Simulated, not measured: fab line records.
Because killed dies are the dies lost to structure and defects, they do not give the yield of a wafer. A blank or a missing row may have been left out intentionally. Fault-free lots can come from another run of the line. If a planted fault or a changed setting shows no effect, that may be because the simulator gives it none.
The tool behind it: which one? / flow n5Finfet / Sampling: 9 lots, 27 wafers, 5 of 1938 route steps

== WHAT EACH GAUGE READ, for each wafer ==
N5_BEOL_M4_THK_MEAS_01.
lot=L385; measured=day 8 13:51; on=filmMetro-02; M4_ILD_THK (nm)=77.4 79.5 79.0
lot=L394; measured=day 11 13:32; on=filmMetro-01; M4_ILD_THK (nm)=110.1 107.7 110.4
lot=L396; measured=day 11 15:02; on=filmMetro-02; M4_ILD_THK (nm)=109.1 110.7 110.4
lot=L397; measured=day 11 16:11; on=filmMetro-02; M4_ILD_THK (nm)=78.7 79.2 79.2
lot=L401; measured=day 12 16:11; on=filmMetro-01; M4_ILD_THK (nm)=79.4 78.7 80.4
lot=L403; measured=day 13 03:37; on=filmMetro-02; M4_ILD_THK (nm)=77.0 78.2 79.2
lot=L402; measured=day 13 03:30; on=filmMetro-01; M4_ILD_THK (nm)=78.1 79.1 79.3
lot=L405; measured=day 14 15:02; on=filmMetro-02; M4_ILD_THK (nm)=78.2 78.8 78.9
lot=L407; measured=day 15 01:25; on=filmMetro-02; M4_ILD_THK (nm)=78.4 77.3 79.5

== WHAT TOOL EACH LOT RAN ON (gives the tool, then ch and the chambers of the sampled wafers, and finally the start) ==
lot=L385; N5_BEOL_M3_SPUTTER_96=pvdSputter-02, day 8 12:38; N5_BEOL_M3_CMP_52=cmp-01 ch 0,2, day 8 13:10; N5_BEOL_M3_PRE_CLEAN_60=cvdCo-01 ch 1,2, day 8 13:30; N5_BEOL_M4_ILD_DEP_00=pecvd-02 ch 1,2, day 8 13:47
lot=L394; N5_BEOL_M3_SPUTTER_96=pvdSputter-02, day 11 09:13; N5_BEOL_M3_CMP_52=cmp-02 ch 1,2, day 11 12:37; N5_BEOL_M3_PRE_CLEAN_60=cvdCo-02 ch 0,2, day 11 13:11; N5_BEOL_M4_ILD_DEP_00=pecvd-02 ch 0,1, day 11 13:28
lot=L396; N5_BEOL_M3_SPUTTER_96=pvdSputter-01, day 11 13:47; N5_BEOL_M3_CMP_52=cmp-01 ch 0,1,3, day 11 14:19; N5_BEOL_M3_PRE_CLEAN_60=cvdCo-02 ch 0,1,2, day 11 14:39; N5_BEOL_M4_ILD_DEP_00=pecvd-02 ch 0,2, day 11 14:58
lot=L397; N5_BEOL_M3_SPUTTER_96=pvdSputter-02, day 11 14:29; N5_BEOL_M3_CMP_52=cmp-01 ch 0,2,3, day 11 15:20; N5_BEOL_M3_PRE_CLEAN_60=cvdCo-02 ch 0,1,2, day 11 15:50; N5_BEOL_M4_ILD_DEP_00=pecvd-01 ch 0,1,2, day 11 16:08
lot=L401; N5_BEOL_M3_SPUTTER_96=pvdSputter-03, day 12 14:57; N5_BEOL_M3_CMP_52=cmp-01 ch 0,2,3, day 12 15:26; N5_BEOL_M3_PRE_CLEAN_60=cvdCo-02 ch 0,1, day 12 15:47; N5_BEOL_M4_ILD_DEP_00=pecvd-04 ch 0,1,2, day 12 16:07
lot=L403; N5_BEOL_M3_SPUTTER_96=pvdSputter-01, day 13 00:08; N5_BEOL_M3_CMP_52=cmp-02 ch 0,2,3, day 13 02:41; N5_BEOL_M3_PRE_CLEAN_60=cvdCo-02 ch 1,2, day 13 03:15; N5_BEOL_M4_ILD_DEP_00=pecvd-01 ch 1,2, day 13 03:33
lot=L402; N5_BEOL_M3_SPUTTER_96=pvdSputter-01, day 13 01:59; N5_BEOL_M3_CMP_52=cmp-01 ch 0,2,3, day 13 02:35; N5_BEOL_M3_PRE_CLEAN_60=cvdCo-02 ch 0,2, day 13 03:08; N5_BEOL_M4_ILD_DEP_00=pecvd-01 ch 0,1,2, day 13 03:26
lot=L405; N5_BEOL_M3_SPUTTER_96=pvdSputter-03, day 14 13:52; N5_BEOL_M3_CMP_52=cmp-01 ch 1,2, day 14 14:22; N5_BEOL_M3_PRE_CLEAN_60=cvdCo-01 ch 0,1, day 14 14:41; N5_BEOL_M4_ILD_DEP_00=pecvd-01 ch 0,1,2, day 14 14:59
lot=L407; N5_BEOL_M3_SPUTTER_96=pvdSputter-01, day 15 00:10; N5_BEOL_M3_CMP_52=cmp-04 ch 1,2,3, day 15 00:40; N5_BEOL_M3_PRE_CLEAN_60=cvdCo-02 ch 0,2, day 15 01:00; N5_BEOL_M4_ILD_DEP_00=pecvd-04 ch 0,1,2, day 15 01:20
- N5_BEOL_M3_SPUTTER_96: material Cu, target thk 4.5 nm, time 8.29 s.
- N5_BEOL_M3_CMP_52: polishes, stops on SiOC, t overpolish 6.8 s, target thk 40 nm.
- N5_BEOL_M3_PRE_CLEAN_60: time 15 s.
- N5_BEOL_M4_ILD_DEP_00: deposits SiOC from DEMS/O2, target thk 79 nm, time 15.3 s.

== THE ANSWER, worked out from the rows above alone ==
Rule: the usual values come from the lots themselves. The widest of any qualifying gaps counts: lots, ordered by their means at a reading, are off when they make up no more than a third of the lots, leave a main group of 4 or more, and stand apart from it by 3 or more times the standard deviation of that group's means. Not used: any main group whose means are identical at the precision the tables above print for the reading. A lot without any number at a reading at which 4 lots or more have one is off too. Any other lot the step has rows for is counted as sound.
Off: L394, L396, at N5_BEOL_M4_THK_MEAS_01 (M4_ILD_THK). The main group: mean 78.7 nm, standard deviation 0.41.
If a tool, at a process step before that reading, ran all the lots that are off and no sound lot after the first of them, it fits. The gauges at N5_BEOL_M4_THK_MEAS_01 are tried like those tools. One fits: N5_BEOL_M4_ILD_DEP_00 on pecvd-02. Its last sound lot is L385 (day 8 13:47), its first lot that is off L394 (day 11 13:28): a fault that began between those two fits.

== WHAT WAS PUT IN BY THE SIMULATOR ==
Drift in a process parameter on pecvd-02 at N5_BEOL_M4_ILD_DEP_00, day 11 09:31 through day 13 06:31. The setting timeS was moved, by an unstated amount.
Struck lots among those shown: L394, L396. The rule given above showed the same thing.
